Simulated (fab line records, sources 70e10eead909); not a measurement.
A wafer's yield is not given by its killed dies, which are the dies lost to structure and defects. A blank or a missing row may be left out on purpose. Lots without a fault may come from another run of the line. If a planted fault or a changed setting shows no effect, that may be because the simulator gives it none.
Which of the tools did it? ; flow nand harc ; 13 lots, 39 wafers sampled, at 5 steps of a route of 1302

## WHAT THE GAUGES READ, wafer by wafer
NHARC_END_SORT_01. Usual: defect limited yield 90.6 % (standard deviation 2.6); killed at array 58 (standard deviation 18); killed at other 1.0 (standard deviation 1.5); killed at periphery 4 (standard deviation 3.1); killed dies 64 (standard deviation 18); killed open 3.4 (standard deviation 1.9); killed short 2.7 (standard deviation 1.7).
lot;measured;on;defect limited yield (%);killed at array;killed at other;killed at periphery;killed dies;killed open;killed short;flag
L340;day 24 22:54;prober-01;92.8 91.6 92.0;46 49 48;0 0 1;3 8 5;49 57 54;2 3 2;2 1 2;
L357;day 31 09:43;prober-02;87.0 90.1 0;82 60 65;2 1 0;4 6 612;88 67 677;6 3 0;4 0 4;OFF
L361;day 33 09:34;prober-01;0 92.2 91.7;33 41 46;0 0 1;644 12 9;677 53 56;5 9 4;1 6 3;OFF

## EACH LOT AND THE TOOL THAT RAN IT (in order: tool; ch and the chambers of the sampled wafers; start)
lot;NHARC_P_M2_PVD_21;NHARC_A_BONDPAD_CMP_19;NHARC_THIN_TSV_STRIP_62;NHARC_THIN_TSV_CMP_21
L341;pvd sputter-02, day 6 13:59;cmp-04 ch 1,2,3, day 24 08:41;plasma asher-02 ch 0,1, day 24 23:32;cmp-03 ch 0,1,2, day 25 01:14
L340;pvd sputter-01, day 6 15:07;cmp-02 ch 0,2,3, day 23 14:11;plasma asher-02 ch 0,1, day 24 09:02;cmp-02 ch 0,1,2, day 24 10:44
L342;pvd sputter-01, day 7 04:19;cmp-04 ch 0,2,3, day 24 06:57;plasma asher-02 ch 1, day 24 22:17;cmp-03 ch 2,3, day 24 23:59
L343;pvd sputter-01, day 7 16:10;cmp-01 ch 0,2,3, day 24 05:44;plasma asher-01 ch 0,1, day 24 21:07;cmp-01 ch 0,1,2, day 24 22:46
L344;pvd sputter-02, day 7 23:51;cmp-02 ch 1,3, day 24 17:38;plasma asher-02 ch 0,1, day 25 09:42;cmp-03 ch 1,3, day 25 11:31
L346;pvd sputter-02, day 8 22:38;cmp-02 ch 1,2, day 25 22:20;plasma asher-01 ch 0,1, day 26 16:43;cmp-03 ch 0,2, day 26 18:24
L347;pvd sputter-02, day 9 10:29;cmp-04 ch 0,1, day 26 08:09;plasma asher-02 ch 0, day 27 00:47;cmp-03 ch 1,2, day 27 02:29
L348;pvd sputter-02, day 10 01:11;cmp-04 ch 1,3, day 27 03:28;plasma asher-02 ch 0,1, day 27 22:52;cmp-01 ch 1,2, day 28 00:32
L349;pvd sputter-02, day 10 09:31;cmp-02 ch 0,2, day 27 22:10;plasma asher-02 ch 0,1, day 28 13:34;cmp-01 ch 0,2, day 28 15:14
L350;pvd sputter-03, day 10 19:34;cmp-04 ch 1,2,3, day 27 18:14;plasma asher-01 ch 0,1, day 28 09:58;cmp-02 ch 2,3, day 28 11:41
L351;pvd sputter-01, day 11 04:32;cmp-01 ch 0,2,3, day 27 16:28;plasma asher-01 ch 0,1, day 28 08:59;cmp-02 ch 0,2,3, day 28 10:44
L357;pvd sputter-01, day 13 08:43;cmp-04 ch 0,3, day 30 03:16;plasma asher-01 ch 0, day 30 20:24;cmp-02 ch 2,3, day 30 22:06
L361;pvd sputter-01, day 15 03:02;cmp-04 ch 1,3, day 32 06:00;plasma asher-01 ch 1, day 32 23:25;cmp-02 ch 0, day 33 01:05
- NHARC_P_M2_PVD_21: deposits Cu, target thk 30 nm, time 20.49 s.
- NHARC_A_BONDPAD_CMP_19: polishes, t overpolish 30 s, cu recess touch 16 s, target thk 169.82 nm.
- NHARC_THIN_TSV_STRIP_62: strips in N2/H2, time 20 s.
- NHARC_THIN_TSV_CMP_21: polishes, t overpolish 30 s, target thk 2000 nm.

## AS READ BY THE TOOLS THEMSELVES (means over the sampled wafers that have a number; for cases with no such wafer, the mark the record gives instead)
NHARC_P_M2_PVD_21. Usual: chamber pressure pa 4.999 Pa, standard deviation 0.011; throttle valve pct 30.1 %, standard deviation 1.2.
lot;tool;chamber pressure pa (Pa);throttle valve pct (%);flag
L341;pvd sputter-02;4.992;30.6;
L340;pvd sputter-01;4.994;28.6;
L342;pvd sputter-01;5.007;28.9;
L343;pvd sputter-01;5.015;29.2;
L344;pvd sputter-02;5.005;31.3;
L346;pvd sputter-02;4.992;30.2;
L347;pvd sputter-02;5.004;30.8;
L348;pvd sputter-02;5.003;31.8;
L349;pvd sputter-02;5.002;31.4;
L350;pvd sputter-03;4.985;30.1;
L351;pvd sputter-01;5.003;29.0;
L357;pvd sputter-01;4.998;29.7;
L361;pvd sputter-01;4.979;30.6;

NHARC_A_BONDPAD_CMP_19. Usual: motor current A 11.5 A, standard deviation 1.3; overpolish run s 30.000 s, standard deviation 0.0096.
lot;tool;motor current A (A);overpolish run s (s);flag
L341;cmp-04;11.9;29.993;
L340;cmp-02;10.3;29.991;
L342;cmp-04;12.0;30.000;
L343;cmp-01;11.6;29.999;
L344;cmp-02;10.6;30.000;
L346;cmp-02;11.6;29.999;
L347;cmp-04;12.1;30.000;
L348;cmp-04;12.3;29.995;
L349;cmp-02;10.2;30.001;
L350;cmp-04;12.1;29.997;
L351;cmp-01;11.7;29.992;
L357;cmp-04;12.3;29.989;
L361;cmp-04;12.3;30.015;

NHARC_THIN_TSV_STRIP_62. Usual: drypump motor current A 5.7 A, standard deviation 0.53; heater power w 360 W, standard deviation 39; temp c 250.01 C, standard deviation 0.16.
lot;tool;drypump motor current A (A);heater power w (W);temp c (C);flag
L341;plasma asher-02;5.9;381;250.12;
L340;plasma asher-02;5.6;393;249.93;
L342;plasma asher-02;5.3;407;249.80;
L343;plasma asher-01;5.5;318;249.90;
L344;plasma asher-02;5.9;377;249.96;
L346;plasma asher-01;5.5;316;250.07;
L347;plasma asher-02;6.2;371;249.88;
L348;plasma asher-02;5.9;383;250.05;
L349;plasma asher-02;5.9;384;249.95;
L350;plasma asher-01;5.9;314;249.83;
L351;plasma asher-01;5.9;316;249.97;
L357;plasma asher-01;6.3;320;249.92;
L361;plasma asher-01;5.0;324;250.00;

NHARC_THIN_TSV_CMP_21. Usual: motor current A 11.3 A, standard deviation 1.1; overpolish run s 29.999 s, standard deviation 0.0092.
lot;tool;motor current A (A);overpolish run s (s);flag
L341;cmp-03;11.4;30.000;
L340;cmp-02;10.7;29.990;
L342;cmp-03;11.6;29.998;
L343;cmp-01;12.9;30.009;
L344;cmp-03;11.0;29.996;
L346;cmp-03;11.6;29.996;
L347;cmp-03;12.1;30.001;
L348;cmp-01;12.8;29.996;
L349;cmp-01;12.8;29.995;
L350;cmp-02;10.5;30.012;
L351;cmp-02;10.5;30.001;
L357;cmp-02;10.9;29.999;
L361;cmp-02;9.8;30.000;

## THE ANSWER, worked out from the rows above alone
Rule: a lot counts as off when the mean over its wafers that have a number is more than 3 standard deviations away from the usual mean. A lot without any number at a reading at which 4 lots or more have one is off too. The other lots that the step has rows for count as sound. After the gauges, taken in route order, come the tools' own readings; for these a lot's mean is taken, as printed above. At the first step where some lot is off, the reading lying furthest off is the one used; lots without a number count as furthest.
Off: L357, L361, at NHARC_END_SORT_01 (killed at periphery). Neither off nor sound, because the step has no rows for them: L341, L342, L343, L344, L346, L347, L348, L349, L350, L351.
If a tool, at a process step before that reading, ran all the lots that are off and no sound lot after the first of them, it fits. The gauges at NHARC_END_SORT_01 are tried like those tools. Can't be told from this: 4 tools fit, pvd sputter-01 at NHARC_P_M2_PVD_21, cmp-04 at NHARC_A_BONDPAD_CMP_19, plasma asher-01 at NHARC_THIN_TSV_STRIP_62, cmp-02 at NHARC_THIN_TSV_CMP_21.

## WHAT THE SIMULATOR HAD INSERTED
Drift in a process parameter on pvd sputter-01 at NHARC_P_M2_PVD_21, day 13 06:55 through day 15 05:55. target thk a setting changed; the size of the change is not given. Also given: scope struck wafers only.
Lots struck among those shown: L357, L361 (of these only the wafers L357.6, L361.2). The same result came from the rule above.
